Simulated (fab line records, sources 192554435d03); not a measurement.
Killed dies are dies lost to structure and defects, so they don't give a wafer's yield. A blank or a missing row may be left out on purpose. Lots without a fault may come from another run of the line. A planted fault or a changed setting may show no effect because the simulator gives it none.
fab line records | flow n5_finfet
record lots=6 wafers=14 last_day=17
route steps=1938 shown BEOL_M8@1365 PASSIVATION@1936
lots that met no fault: from a run of the same line without faults
start_h: hours from the record's first day to the start of the lot's first wafer shown | wait_h: hours since the lot's step before | " the same as in the row above | L1.1+2: a row that stands for several wafers | - no value, or no start given | * or withheld: withheld | < > ~ a bound
route shown NAME@n: a module of which the file shows steps, and the number in the route of the first | usual: mean/standard deviation of fault-free wafers | same: alike in all rows | chamber/n: place in a boat | sites: the reading at each site | _std_site: their standard deviation | _edge_site: outer sites' mean less inner sites' | radius_mm: how far each site lies from the wafer's centre | mask NAME#n: copy n | behind: the tool/chamber that last shaped the wafer | hold: why the lot was held/for how many hours/how that ended | device: the transistor (n, p or np) that didn't switch | end of line: the same wafers' tests at the end of the route | a step without rows: its recipe alone | killed: dies lost to structure and defects at the first sort, not the wafer's yield | map: a wafer's dies, x killed, . not, _ none there
set.NAME: the setting as run; set.NAME@STEP: as run at that earlier step | model.NAME: the simulator's own value behind a step, which no gauge read
lots at some steps of the route; a table a step, a row a wafer
services: from which hour (start_h, from the record's first day; less than 0 if before it) a tool's chamber was out of use, for how many hours, and why
## steps
# step N5_BEOL_M8_CD_MEAS_28
# recipe target_cd_nm=40 landing_energy_ev=500 detector=se_inlens
# usual cd_nm=40.10/0.24
# columns lot.wafer tool chamber start_h wait_h cd_nm
L823.2 cd_sem-02 0 252.38 - 40.23
L823.4 " 0 " " 40.33
L823.5 " 0 " " 40.24
L826.3 cd_sem-03 0 274.97 - 39.64
L826.5 " 0 " " 40.22
L826.6 " 0 " " 40.40
L830.1 cd_sem-03 0 294.04 - 39.95
L830.3 " 0 " " 40.43
L830.4 " 0 " " 40.21
L834.3 cd_sem-01 0 320.07 - 40.43
L836.2 cd_sem-01 0 321.44 - 39.63
L838.1 cd_sem-03 0 346.09 - 39.90
L838.4 " 0 " " 40.31
L838.6 " 0 " " 40.17
# step N5_BEOL_M8_OVL_MEAS_29
# recipe points_per_wafer=522
# usual V7_OVL=-0.1/0.61
# columns lot.wafer tool chamber start_h wait_h V7_OVL[nm]
L823.2 overlay-02 0 252.41 0.0 -0.6
L823.4 " 0 " " 0.3
L823.5 " 0 " " 0.2
L826.3 overlay-02 0 275.01 0.0 -0.4
L826.5 " 0 " " -0.7
L826.6 " 0 " " -1.1
L830.1 overlay-01 0 294.07 0.0 0.0
L830.3 " 0 " " 0.4
L830.4 " 0 " " 0.3
L834.3 overlay-01 0 320.11 0.0 0.0
L836.2 overlay-01 0 321.48 0.0 -0.4
L838.1 overlay-01 0 346.12 0.0 0.6
L838.4 " 0 " " 0.7
L838.6 " 0 " " 1.2
# step N5_BEOL_M8_INSPECT_30
# recipe mode=adi inspect_instrument=brightfield
# usual raw_defect_count=416/86
# columns lot.wafer tool chamber start_h wait_h raw_defect_count
L823.2 defect_inspect-01 - 252.46 0.0 418
L823.4 " - " " 396
L823.5 " - " " 376
L826.3 defect_inspect-01 - 275.07 0.1 536
L826.5 " - " " 335
L826.6 " - " " 420
L830.1 defect_inspect-02 - 294.12 0.1 405
L830.3 " - " " 503
L830.4 " - " " 313
L834.3 defect_inspect-02 - 320.15 0.0 386
L836.2 defect_inspect-02 - 321.53 0.0 546
L838.1 defect_inspect-01 - 346.18 0.1 526
L838.4 " - " " 514
L838.6 " - " " 537
# step N5_BEOL_M8_DESCUM_33
# recipe chemistry=O2 time_s=7 source_power_w=50 bias_power_w=20 pressure_mtorr=20 rf_frequency_hz=2.712e+07 temp_c=40 resist=CAR-EUV o2_flow_sccm=225
# usual chamber_pressure_mTorr=20.001/0.019 drypump_motor_current_A=5.9/0.4 oes_product_au=0.82/0.11 rf_vpp_V=242.9/1.2 showerhead_plenum_p_Torr=2.06/0.068 throttle_valve_pct=20.31/0.22
# columns lot.wafer tool chamber start_h wait_h chamber_pressure_mTorr drypump_motor_current_A oes_product_au rf_hours_counter_h rf_vpp_V showerhead_plenum_p_Torr throttle_valve_pct
L823.2 rie_diel-02 1 253.15 0.7 20.009 5.4 0.70 212 245.4 2.16 20.29
L823.4 " 3 " " 20.003 6.0 0.80 74 243.5 2.02 20.44
L823.5 " 3 " " 20.055 5.9 0.81 - 243.5 2.02 20.45
L826.3 rie_diel-03 1 275.10 0.0 20.021 6.3 0.74 154 243.0 2.09 20.48
L826.5 " 2 " " 19.988 5.4 0.93 - 243.1 2.03 19.99
L826.6 " 0 " " 19.957 6.3 0.97 - 243.7 2.06 20.26
L830.1 rie_diel-02 1 294.16 0.0 20.013 5.4 0.69 225 244.0 2.15 20.31
L830.3 " 0 " " 19.985 6.3 0.71 186 240.0 1.89 20.46
L830.4 " 3 " " 19.990 6.0 0.79 90 243.2 2.01 20.48
L834.3 rie_diel-03 3 320.19 0.0 20.010 5.9 0.69 243 242.6 2.04 20.09
L836.2 rie_diel-03 3 321.57 0.0 19.993 6.0 0.69 244 242.9 2.04 20.09
L838.1 rie_diel-05 3 346.21 0.0 20.011 6.5 0.95 7 244.0 2.14 20.37
L838.4 " 1 " " 20.036 5.2 0.92 23 242.8 2.15 20.57
L838.6 " 2 " " 20.008 5.5 0.84 - 242.3 2.02 20.12
# step N5_BEOL_M8_ETCH_72
# recipe chemistry=N2/H2 target=underlayer target_depth_a=65 mask_material=CAR-EUV time_s=5.2 ion_energy_ev=200 pressure_mtorr=30 source_w=840 bias_w=150 n2_flow_sccm=200 h2_flow_sccm=200 ends=cleared
# step N5_BEOL_M8_ETCH_65
# recipe chemistry=CF4 target=SiARC target_depth_a=156 mask_material=CAR-EUV time_s=26 ion_energy_ev=80 pressure_mtorr=40 source_w=545 bias_w=36 Ar_flow_sccm=100 cf4_flow_sccm=100 ends=cleared
# step N5_BEOL_M8_ETCH_66
# recipe chemistry=N2/H2 target=SOC target_depth_a=800 overetch_a=160 mask_material=SiARC temp_c=40 time_s=120 ion_energy_ev=200 pressure_mtorr=30 source_w=840 bias_w=150 n2_flow_sccm=200 h2_flow_sccm=200
# step N5_BEOL_M8_STRIP_69
# recipe chemistry=N2/H2 temp_c=40 n2_flow_sccm=200 h2_flow_sccm=200 rf_frequency_hz=6e+07
# step N5_BEOL_M8_STRIP_73
# recipe chemistry=N2/H2 temp_c=40 n2_flow_sccm=200 h2_flow_sccm=200 rf_frequency_hz=6e+07
# step N5_BEOL_M8_VIA_ETCH_34
# recipe chemistry=C4F6/O2 target=SiCOH_lowk target_depth_a=1255 mask_material=SOC taper_deg=4 time_s=50.5 ion_energy_ev=250 pressure_mtorr=30 source_w=345 bias_w=185 Ar_flow_sccm=300 C4F6_flow_sccm=10 O2_flow_sccm=10
# usual bias_w=185.0/0.55 chamber_pressure_mTorr=29.997/0.026 drypump_motor_current_A=5.9/0.4 oes_product_au=0.82/0.11 rf_vpp_V=664/16 showerhead_plenum_p_Torr=2.82/0.085 throttle_valve_pct=20.81/0.21
# columns lot.wafer tool chamber start_h wait_h bias_w chamber_pressure_mTorr drypump_motor_current_A oes_product_au rf_hours_counter_h rf_vpp_V showerhead_plenum_p_Torr throttle_valve_pct
L823.2 rie_diel-02 1 253.33 0.0 185.4 30.003 5.4 0.70 212 676 2.96 20.90
L823.4 " 3 " " 184.4 29.992 6.0 0.81 74 658 2.75 20.93
L823.5 " 3 " " 183.8 30.002 6.0 0.81 - 656 2.75 20.92
L826.3 rie_diel-03 1 275.28 0.0 185.4 30.069 6.4 0.73 154 646 2.86 21.03
L826.5 " 2 " " 185.5 30.003 5.5 0.93 - 649 2.79 20.57
L826.6 " 0 " " 185.6 29.965 6.3 0.99 - 660 2.78 20.62
L830.1 rie_diel-02 1 294.34 0.0 185.0 29.986 5.4 0.69 225 677 2.96 20.93
L830.3 " 0 " " 185.2 30.039 6.4 0.71 186 670 2.61 21.08
L830.4 " 3 " " 184.8 30.004 5.9 0.80 90 656 2.74 20.94
L834.3 rie_diel-03 3 320.37 0.0 185.0 29.995 5.9 0.69 243 646 2.81 20.75
L836.2 rie_diel-03 3 321.75 0.0 185.4 29.963 5.9 0.69 244 646 2.81 20.74
L838.1 rie_diel-05 3 346.39 0.0 184.8 29.993 6.5 0.97 7 671 2.92 20.94
L838.4 " 1 " " 185.5 30.053 5.2 0.93 23 666 2.91 20.91
L838.6 " 2 " " 185.6 30.058 5.5 0.82 - 685 2.77 20.68
# step N5_BEOL_M8_STRIP_76
# recipe chemistry=C4F6/O2 resist=SiARC rf_frequency_hz=6e+07
# step N5_BEOL_M8_STRIP_36
# recipe chemistry=N2/H2 power_w=450 temp_c=40 pressure_mtorr=20 rf_frequency_hz=6e+07 overash_fraction=0.3 bias_power_w=7 h2_frac=0.5 n2_flow_sccm=200 h2_flow_sccm=200
# step N5_BEOL_M8_TRENCH_ETCH_37
# recipe chemistry=C4F6/O2 target_depth_a=934.78 target=SiCOH_lowk time_s=31.2 ion_energy_ev=250 pressure_mtorr=30 source_w=345 bias_w=185 Ar_flow_sccm=300 C4F6_flow_sccm=10 O2_flow_sccm=10
# usual bias_w=185.0/0.53 chamber_pressure_mTorr=30.002/0.03 drypump_motor_current_A=5.9/0.4 oes_product_au=0.82/0.11 rf_vpp_V=664/16 showerhead_plenum_p_Torr=2.82/0.085 throttle_valve_pct=20.85/0.21
# columns lot.wafer tool chamber start_h wait_h bias_w chamber_pressure_mTorr drypump_motor_current_A oes_product_au rf_hours_counter_h rf_vpp_V showerhead_plenum_p_Torr throttle_valve_pct model.etch.depth_nm model.BEOL_M8.feature_depth_nm model.TiN_of_BEOL_M8_HM_DEP_02.thk_nm
L823.2 rie_diel-02 1 253.42 - 184.8 30.014 5.4 0.71 212 679 2.96 20.93 91.7 91.6 16.8
L823.4 " 3 " " 185.6 29.982 5.9 0.82 74 656 2.75 20.94 94.45 94.4 17
L823.5 " 3 " " 186.3 29.977 6.0 0.82 - 655 2.75 20.93 94.15 94.2 17
L826.3 rie_diel-03 1 275.37 - 185.1 29.991 6.3 0.74 154 647 2.86 21.06 91.25 91.2 17.2
L826.5 " 2 " " 185.0 30.041 5.5 0.94 - 647 2.79 20.59 94.87 94.8 17
L826.6 " 0 " " 185.4 30.050 6.3 0.98 - 658 2.78 20.67 94.44 94.4 17.2
L830.1 rie_diel-02 1 294.43 - 184.6 29.982 5.4 0.68 226 679 2.96 20.96 90.7 90.8 17
L830.3 " 0 " " 185.1 29.987 6.3 0.72 186 671 2.61 21.10 93.38 93.4 16.6
L830.4 " 3 " " 186.3 30.000 6.0 0.79 90 656 2.74 20.97 92.5 92.6 17
L834.3 rie_diel-03 3 320.46 - 123.2 29.969 5.9 0.64 243 467 2.81 20.77 84.58 84.6 18.2
L836.2 rie_diel-03 3 321.84 - 122.5 30.014 5.9 0.64 244 466 2.81 20.78 84.4 84.4 17.8
L838.1 rie_diel-05 3 346.48 - 185.5 29.955 6.5 0.97 7 673 2.92 20.95 94.78 94.8 17
L838.4 " 1 " " 184.8 30.025 5.2 0.92 23 667 2.91 20.97 95.61 95.6 17.2
L838.6 " 2 " " 185.3 29.981 5.5 0.81 - 683 2.77 20.69 92.47 92.4 17
# step N5_BEOL_M8_ETCH_41
# recipe chemistry=CH3F/O2 target=SiCN target_depth_a=319 taper_deg=2 time_s=57.8 ion_energy_ev=120 mask_material=TiN pressure_mtorr=30 source_w=395 bias_w=75 Ar_flow_sccm=150 CH3F_flow_sccm=30 O2_flow_sccm=20
# step N5_BEOL_M8_STRIP_80
# recipe chemistry=N2/H2 time_s=10 power_w=450 temp_c=40 pressure_mtorr=20 rf_frequency_hz=6e+07 bias_power_w=7 n2_flow_sccm=200 h2_flow_sccm=200
# step N5_BEOL_M8_OCD_MEAS_38
# usual trench_depth_nm=94.2/1.6
# columns lot.wafer tool chamber start_h wait_h trench_depth_nm
L823.2 ocd-02 - 253.58 - 91.5
L823.4 " - " " 94.2
L823.5 " - " " 94.9
L826.3 ocd-02 - 275.53 - 91.9
L826.5 " - " " 95.0
L826.6 " - " " 94.6
L830.1 ocd-01 - 294.59 - 91.0
L830.3 " - " " 93.6
L830.4 " - " " 92.1
L834.3 ocd-01 - 320.63 - 84.1
L836.2 ocd-02 - 322.00 - 84.1
L838.1 ocd-01 - 346.64 - 94.8
L838.4 " - " " 95.6
L838.6 " - " " 92.9
# step N5_BEOL_M8_HM_STRIP_39
# recipe chemistry=peroxide_tin_strip material=TiN target_depth_a=250 temp_c=50 time_s=158
# step N5_BEOL_M8_SRD_40
# recipe time_s=30 temp_c=23 rinse_liquid=diw dry=ipa_marangoni
# step N5_BEOL_M8_PRECLEAN_42
# recipe chemistry=residue_remover time_s=60 temp_c=40
# step N5_BEOL_M8_SRD_43
# recipe time_s=30 temp_c=23 rinse_liquid=diw dry=ipa_marangoni
# step N5_BEOL_M8_CD_MEAS_35
# recipe target_cd_nm=40 polarity=opening
# usual cd_nm=40.1/0.54
# columns lot.wafer tool chamber start_h wait_h cd_nm
L823.2 cd_sem-01 - 253.73 0.0 39.6
L823.4 " - " " 41.0
L823.5 " - " " 41.2
L826.3 cd_sem-02 - 275.68 0.0 40.9
L826.5 " - " " 41.0
L826.6 " - " " 39.3
L830.1 cd_sem-03 - 294.74 0.0 40.4
L830.3 " - " " 40.4
L830.4 " - " " 40.8
L834.3 cd_sem-01 - 320.78 0.0 40.5
L836.2 cd_sem-02 - 322.15 0.0 40.3
L838.1 cd_sem-02 - 346.80 0.0 39.1
L838.4 " - " " 39.6
L838.6 " - " " 40.5
# step N5_BEOL_M8_CURE_75
# recipe temp_c=370 time_s=120 ambient=DMADMS/He material=SiCOH_lowk
# step N5_BEOL_M8_DEGAS_44
# recipe ambient=vacuum temp_c=250 time_s=60
# usual heater_power_w=333/41
# columns lot.wafer tool chamber start_h wait_h heater_power_w
L823.2 pvd_sputter-01 - 258.13 4.3 275
L823.4 " - " " 379
L823.5 " - " " 387
L826.3 pvd_sputter-02 - 277.68 1.8 312
L826.5 " - " " 309
L826.6 " - " " 262
L830.1 pvd_sputter-02 - 296.78 1.9 305
L830.3 " - " " 259
L830.4 " - " " 324
L834.3 pvd_sputter-01 - 321.43 0.5 272
L836.2 pvd_sputter-01 - 322.55 0.3 353
L838.1 pvd_sputter-02 - 347.17 0.3 262
L838.4 " - " " 322
L838.6 " - " " 305
# step N5_BEOL_M8_PRE_CLEAN_45
# recipe gas=H2/He time_s=30 temp_c=250
# usual heater_power_w=333/42
# columns lot.wafer tool chamber start_h wait_h heater_power_w
L823.2 pvd_sputter-01 - 258.17 0.0 278
L823.4 " - " " 372
L823.5 " - " " 380
L826.3 pvd_sputter-02 - 277.72 0.0 300
L826.5 " - " " 305
L826.6 " - " " 258
L830.1 pvd_sputter-02 - 296.82 0.0 311
L830.3 " - " " 264
L830.4 " - " " 321
L834.3 pvd_sputter-01 - 321.47 0.0 275
L836.2 pvd_sputter-01 - 322.59 0.0 342
L838.1 pvd_sputter-02 - 347.21 0.0 260
L838.4 " - " " 330
L838.6 " - " " 312
# step N5_BEOL_M8_ALD_77
# recipe material=TaN target_thk_a=20 temp_c=275 ald_precursor_family=PDMAT ald_co_reactant=NH3 pressure_torr=3 carrier_flow_sccm=1500 pulse_time_s=2 purge_time_s=3 co_reactant_purge_time_s=2 co_reactant_pulse_time_s=3 ald_cycles=40 precursor_vessel_temp_c=75 precursor_vessel_pressure_torr=26.25 precursor_vessel_carrier_sccm=1000
# step N5_BEOL_M8_SURFACE_TREAT_79
# recipe gas=Ar time_s=* ion_energy_ev=* ion_current_ma_cm2=0.5 pressure_mtorr=* ar_flow_sccm=30
# step N5_BEOL_M8_CVD_78
# recipe material=Co target_thk_a=20 temp_c=withheld precursor=CCTBA/H2 pressure_torr=30 time_s=142.3
# step N5_BEOL_M8_SPUTTER_48
# recipe material=Cu target_thk_a=100 temp_c=-20 bias_v=60 power_w=26000 chamber_pressure_pa=0.13 time_s=1.667
# step N5_BEOL_M8_ECD_50
# recipe material=Cu target_thk_a=3000
# step N5_BEOL_M8_ANNEAL_51
# recipe temp_c=225 time_s=90 ambient=N2
# step N5_BEOL_M8_CMP_52
# recipe stop_on=SiCOH_lowk t_overpolish_s=6.9 down_force_psi=1 platen_rpm=50 clearing_platen_down_force_psi=1.5 clearing_platen_rpm=50 post_cmp_clean=cu_alkaline target_thk_nm=80 clearing_platen_pad_velocity_m_s=0.99484 pad_velocity_m_s=0.99484
# usual barrier_field_endpoint_s=28.8/0.67 motor_current_A=6.2/0.58 overpolish_run_s=6.901/0.0091 time_to_endpoint_s=62.0/2.5
# columns lot.wafer tool chamber start_h wait_h barrier_field_endpoint_s motor_current_A overpolish_run_s time_to_endpoint_s model.Cu_of_BEOL_M8_ECD_50.thk_nm
L823.2 cmp-01 1 259.53 0.3 29.4 5.9 6.905 61.8 78
L823.4 " 2 " " 28.9 5.8 6.894 61.3 81.2
L823.5 " 0 " " 28.6 5.7 6.912 60.6 80.8
L826.3 cmp-03 1 279.13 0.2 29.6 6.8 6.892 65.4 78.2
L826.6 " 1 " " 29.0 6.7 6.895 62.9 81.4
L826.5 " 2 " " 28.7 6.1 6.895 63.7 80
L830.1 cmp-03 1 298.38 0.3 28.8 6.8 6.920 61.1 78.2
L830.3 " 2 " " 28.8 6.3 6.913 57.4 79.8
L830.4 " 0 " " 30.0 6.1 6.900 65.4 80
L834.3 cmp-01 1 322.81 0.2 28.0 5.5 6.897 62.2 71.4
L836.2 cmp-04 2 324.28 0.2 29.9 6.5 6.899 65.5 72.4
L838.4 cmp-01 2 348.87 0.1 29.1 6.3 6.883 59.6 81.6
L838.1 " 0 " " 28.1 5.7 6.893 60.7 81.6
L838.6 " 3 " " 28.8 6.0 6.912 61.3 79
# step N5_BEOL_M8_THK_MEAS_53
# recipe thk_meas_gauge=xrf reads=Cu_of_BEOL_M8_ECD_50
# usual M8_THK=80.2/2
# columns lot.wafer tool chamber start_h wait_h M8_THK[nm]
L823.2 film_metro-02 - 259.75 - 77.3
L823.4 " - " " 80.3
L823.5 " - " " 79.6
L826.3 film_metro-02 - 279.42 - 77.7
L826.5 " - " " 79.0
L826.6 " - " " 80.5
L830.1 film_metro-02 - 298.67 - 77.6
L830.3 " - " " 79.8
L830.4 " - " " 79.8
L834.3 film_metro-01 - 323.03 - 71.0
L836.2 film_metro-01 - 324.58 - 71.8
L838.1 film_metro-01 - 349.16 - 80.6
L838.4 " - " " 81.3
L838.6 " - " " 78.0
# step N5_BEOL_M8_PRE_CLEAN_55
# recipe gas=NH3 time_s=15 temp_c=withheld rf_power_w=300
# step N5_BEOL_M8_DEP_56
# recipe material=SiCN target_thk_a=100 temp_c=withheld precursor=3MS/NH3 pressure_torr=3 rf_w=202 time_s=17.5
# usual showerhead_plenum_p_Torr=3.661/0.017 showerhead_vpp_V=887/46 throttle_valve_pct=8.9/0.54
# columns lot.wafer tool chamber start_h wait_h showerhead_plenum_p_Torr showerhead_vpp_V throttle_valve_pct
L823.2 pecvd-03 0 259.81 0.0 3.684 968 9.7
L823.4 " 2 " " 3.650 869 9.0
L823.5 " 1 " " 3.686 853 8.5
L826.3 pecvd-03 0 279.49 0.0 3.682 975 9.6
L826.5 " 0 " " 3.690 996 9.8
L826.6 " 1 " " 3.679 850 8.6
L830.1 pecvd-02 1 298.73 0.0 3.656 904 9.4
L830.3 " 0 " " 3.676 821 9.3
L830.4 " 2 " " 3.651 906 9.2
L834.3 pecvd-01 0 323.09 0.0 3.646 844 8.4
L836.2 pecvd-01 0 324.64 0.0 3.632 847 8.5
L838.1 pecvd-02 1 349.24 0.0 3.663 887 9.6
L838.4 " 0 " " 3.671 830 8.9
L838.6 " 0 " " 3.676 853 9.2
# step N5_BEOL_M8_RS_MEAS_57
# recipe thk_meas_gauge=four-point-probe reads=Cu_of_BEOL_M8_ECD_50+Co_of_BEOL_M8_CVD_78+TaN_of_BEOL_M8_ALD_77
# usual M8_RS=0.282/0.0079
# columns lot.wafer tool chamber start_h wait_h M8_RS[ohm/sq]
L823.2 film_metro-01 - 259.88 0.1 0.295
L823.4 " - " " 0.281
L823.5 " - " " 0.282
L826.3 film_metro-01 - 279.56 0.1 0.293
L826.5 " - " " 0.285
L826.6 " - " " 0.280
L830.1 film_metro-02 - 298.80 0.1 0.295
L830.3 " - " " 0.287
L830.4 " - " " 0.286
L834.3 film_metro-02 - 323.16 0.1 0.328
L836.2 film_metro-01 - 324.71 0.1 0.321
L838.1 film_metro-01 - 349.32 0.1 0.280
L838.4 " - " " 0.278
L838.6 " - " " 0.290
# step N5_BEOL_M8_INSPECT_58
# recipe inspect_instrument=darkfield mode=post_dep
# usual raw_defect_count=71/22
# columns lot.wafer tool chamber start_h wait_h raw_defect_count
L823.2 defect_inspect-02 - 259.90 0.0 61
L823.4 " - " " 79
L823.5 " - " " 93
L826.3 defect_inspect-02 - 279.58 0.0 69
L826.5 " - " " 70
L826.6 " - " " 104
L830.1 defect_inspect-02 - 298.83 0.0 59
L830.3 " - " " 90
L830.4 " - " " 115
L834.3 defect_inspect-01 - 323.19 0.0 85
L836.2 defect_inspect-02 - 324.74 0.0 127
L838.1 defect_inspect-01 - 349.35 0.0 49
L838.4 " - " " 66
L838.6 " - " " 67
# step N5_PASSIVATION_PROBE_49
# usual defect_limited_yield=91.3/1.3 killed_at_M0_to_M3=35/9.3 killed_at_M4_up=14/5.2 killed_at_contacts=12/5.9 killed_at_front_end=38/11 killed_at_other=4/3.7 killed_dies=103/15 killed_open=67/12 killed_short=34/8 sort_bin_5_function=5.1/0.88 sort_bin_6_memory=3.3/0.65 sort_n_pass=1077/15 sort_yield_pct=91.3/1.3
# same gross_dies=1180 killed_at_back_side=0 sort_bin_4_leakage[%]=0 sort_bin_8_speed[%]=0
# columns lot.wafer tool chamber start_h wait_h defect_limited_yield[%] killed_at_M0_to_M3 killed_at_M4_up killed_at_contacts killed_at_front_end killed_at_other killed_dies killed_open killed_short sort_bin_5_function[%] sort_bin_6_memory[%] sort_n_pass sort_yield_pct[%]
L823.2 prober-02 - 328.54 0.1 93.0 36 9 4 32 2 83 52 31 4.6 2.3 1097 93.0
L823.4 prober-02 - 328.64 0.2 90.8 37 23 25 24 0 109 78 30 5.2 3.8 1071 90.8
L823.5 prober-02 - 328.69 0.2 92.9 26 16 13 28 1 84 57 27 4.5 2.5 1096 92.9
L826.3 prober-02 - 348.20 0.1 89.3 20 11 24 54 17 126 71 50 5.8 4.3 1054 89.3
L826.5 prober-02 - 348.30 0.2 92.7 18 15 11 33 9 86 61 20 3.5 3.1 1094 92.7
L826.6 prober-02 - 348.35 0.3 90.7 25 8 20 45 12 110 65 44 4.6 4.7 1070 90.7
L830.1 prober-02 - 380.60 0.0 92.8 20 15 9 41 0 85 50 30 4.1 2.5 1095 92.8
L830.3 prober-02 - 380.70 0.1 94.0 30 10 9 16 6 71 48 21 3.6 2.5 1109 94.0
L830.4 prober-02 - 380.75 0.2 90.6 46 24 12 27 2 111 66 44 6.0 3.3 1069 90.6
L838.1 prober-01 - 407.58 0.0 92.4 38 10 8 34 0 90 52 38 4.8 2.5 1090 92.4
L838.4 prober-01 - 407.73 0.2 91.7 34 12 5 42 5 98 55 43 4.4 3.3 1082 91.7
L838.6 prober-01 - 407.83 0.3 93.1 11 11 11 44 5 82 54 27 4.0 2.8 1098 93.1
# killed by level:class
L823.2 STI_FIN_REVEAL:geometric_particle:open=8 BEOL_M0:geometric_particle:open=7 BEOL_M0_SAQP:geometric_particle:open=6 BEOL_M1:geometric_particle:open=6 STARTING-WAFER:geometric_particle:short=5 BEOL_M0_SAQP:geometric_particle:short=5 BEOL_M0:geometric_particle:short=5 MOL_CONTACT_COAG:geometric_particle:open=4
L823.4 MOL_CONTACT_COAG:geometric_particle:open=20 BEOL_M4:geometric_particle:open=18 BEOL_M0_SAQP:geometric_particle:open=9 BEOL_M1:geometric_particle:open=8 STI_FIN_REVEAL:geometric_particle:open=7 BEOL_M0_SAQP:geometric_particle:short=6 MOL_CONTACT_COAG:geometric_particle:short=5 BEOL_M3:geometric_particle:open=5
L823.5 BEOL_M4:geometric_particle:open=9 STI_FIN_REVEAL:geometric_particle:open=8 MOL_CONTACT_COAG:geometric_particle:open=8 FIN_SAQP:geometric_particle:open=6 BEOL_M0:geometric_particle:short=6 BEOL_M3:geometric_particle:open=6 MOL_CONTACT_COAG:geometric_particle:short=5 BEOL_M1:geometric_particle:open=5
L826.3 MOL_CONTACT_COAG:geometric_particle:open=19 FIN_SAQP:geometric_particle:short=14 STI_FIN_REVEAL:geometric_particle:open=10 BEOL_M0_SAQP:geometric_particle:short=10 FIN_SAQP:geometric_particle:open=8 MIM_TOP_ETCH:geometric_particle:open=7 STARTING-WAFER:geometric_particle:short=7 GATE_CUT:geometric_particle:short=5
L826.5 STI_FIN_REVEAL:geometric_particle:open=13 MOL_CONTACT_COAG:geometric_particle:open=10 BEOL_M3:geometric_particle:open=6 BEOL_M4:geometric_particle:open=6 BEOL_M5:geometric_particle:open=5 BEOL_M2:geometric_particle:open=4 BEOL_M0_SAQP:geometric_particle:short=4 FIN_SAQP:geometric_particle:short=3
L826.6 MOL_CONTACT_COAG:geometric_particle:open=16 FIN_SAQP:geometric_particle:short=10 FIN_SAQP:geometric_particle:open=8 STI_FIN_REVEAL:geometric_particle:open=8 BEOL_M3:geometric_particle:open=7 BEOL_M0_SAQP:geometric_particle:short=6 MIM_TOP_ETCH:geometric_particle:short=6 GATE_CUT:geometric_particle:short=5
L830.1 STI_FIN_REVEAL:geometric_particle:open=9 BEOL_M0_SAQP:geometric_particle:short=8 MOL_CONTACT_COAG:geometric_particle:open=7 GATE_CUT:geometric_particle:short=6 BEOL_M4:geometric_particle:open=5 HKMG_FIN:area_etch=5 FIN_SAQP:geometric_particle:short=4 FIN_SAQP:geometric_particle:open=4
L830.3 STI_FIN_REVEAL:geometric_particle:open=8 BEOL_M0_SAQP:geometric_particle:short=7 MOL_CONTACT_COAG:geometric_particle:open=6 BEOL_M0_SAQP:geometric_particle:open=6 BEOL_M1:geometric_particle:open=6 BEOL_M2:geometric_particle:open=6 FIN_SAQP:geometric_particle:short=4 BEOL_M5:geometric_particle:open=4
L830.4 BEOL_M0_SAQP:geometric_particle:open=18 BEOL_M0_SAQP:geometric_particle:short=14 FIN_SAQP:geometric_particle:short=7 MOL_CONTACT_COAG:geometric_particle:open=7 BEOL_M4:geometric_particle:open=6 MOL_CONTACT_COAG:geometric_particle:short=5 STI_FIN_REVEAL:geometric_particle:open=4 BEOL_M3:geometric_particle:open=4
L838.1 FIN_SAQP:geometric_particle:short=12 FIN_SAQP:geometric_particle:open=10 BEOL_M0_SAQP:geometric_particle:open=8 BEOL_M0_SAQP:geometric_particle:short=8 BEOL_M3:geometric_particle:open=7 MOL_CONTACT_COAG:geometric_particle:open=5 BEOL_M1:geometric_particle:short=5 STI_FIN_REVEAL:geometric_particle:open=4
L838.4 FIN_SAQP:geometric_particle:short=15 BEOL_M3:geometric_particle:open=8 BEOL_M1:geometric_particle:open=8 FIN_SAQP:geometric_particle:open=6 BEOL_M0_SAQP:geometric_particle:short=5 BEOL_M4:geometric_particle:open=5 DUMMY_GATE:geometric_particle:open=3 GATE_CUT:geometric_particle:short=3
L838.6 FIN_SAQP:geometric_particle:open=11 FIN_SAQP:geometric_particle:short=10 MOL_CONTACT_COAG:geometric_particle:open=9 BEOL_M4:geometric_particle:open=7 STARTING-WAFER:geometric_particle:short=5 STI_FIN_REVEAL:geometric_particle:open=4 BEOL_M0:geometric_particle:open=4 GATE_CUT:geometric_particle:open=3
## services
# columns tool chamber start_h hours kind
pecvd-02 2 252.11 3.4 repair
rie_diel-05 3 253.97 1.8 repair
pecvd-02 - 257.22 1.5 repair
rie_diel-05 0 257.65 - clean
rie_diel-05 0 257.65 - consumable_replace:focus_ring
rie_diel-02 1 259.41 3.0 repair
cmp-03 - 266.47 0.5 repair
rie_diel-02 0 272.35 6.4 repair
rie_diel-03 3 272.91 8.3 repair
cmp-04 - 273.88 2.7 repair
cmp-01 - 276.31 4.0 pm
cmp-03 - 305.50 4.0 pm
rie_diel-03 2 308.08 2.5 repair
rie_diel-03 3 308.34 5.9 repair
rie_diel-03 1 314.59 8.3 repair
pecvd-03 0 319.47 18.6 repair
rie_diel-05 2 335.38 4.5 repair
rie_diel-03 3 337.16 - clean
rie_diel-03 3 337.16 - consumable_replace:focus_ring
rie_diel-03 3 337.16 15.6 scheduled_down
rie_diel-03 3 337.16 15.6 vent_cycle
pecvd-02 2 346.08 11.0 repair
pecvd-01 - 348.71 0.8 repair
rie_diel-02 1 349.06 28.8 repair
## key
first_sign step=N5_BEOL_M8_TRENCH_ETCH_37 reading=bias_w direction=down sigmas=99+ usual=* struck=*
effect step=N5_BEOL_M8_TRENCH_ETCH_37 reading=rf_vpp_V direction=down sigmas=12 usual=664 struck=467
effect step=N5_BEOL_M8_OCD_MEAS_38 reading=trench_depth_nm direction=down sigmas=6.2 usual=94.2 struck=84.1
effect step=N5_BEOL_M8_THK_MEAS_53 reading=M8_THK direction=down sigmas=4.5 usual=80.2 struck=71.4
effect step=N5_BEOL_M8_RS_MEAS_57 reading=M8_RS direction=up sigmas=5.3 usual=0.282 struck=0.324
model_effect step=N5_BEOL_M8_TRENCH_ETCH_37 value=etch.depth_nm without=95.72 struck=84.49
model_effect step=N5_BEOL_M8_CMP_52 value=Cu_of_BEOL_M8_ECD_50.thk_nm without=83.3 struck=71.9
met_at N5_BEOL_M8_TRENCH_ETCH_37
struck_wafers L834.3,L836.2
rows_end L834.3,L836.2
fault kind=process_parameter_drift tool=rie_diel-03 chamber=3 onset_h=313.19 steps=N5_BEOL_M8_TRENCH_ETCH_37 channel=bias_w offset=* shape=step acts_in=* stated=*
# rows_end: these wafers met a further fault down the route, and their rows from its step on are left out
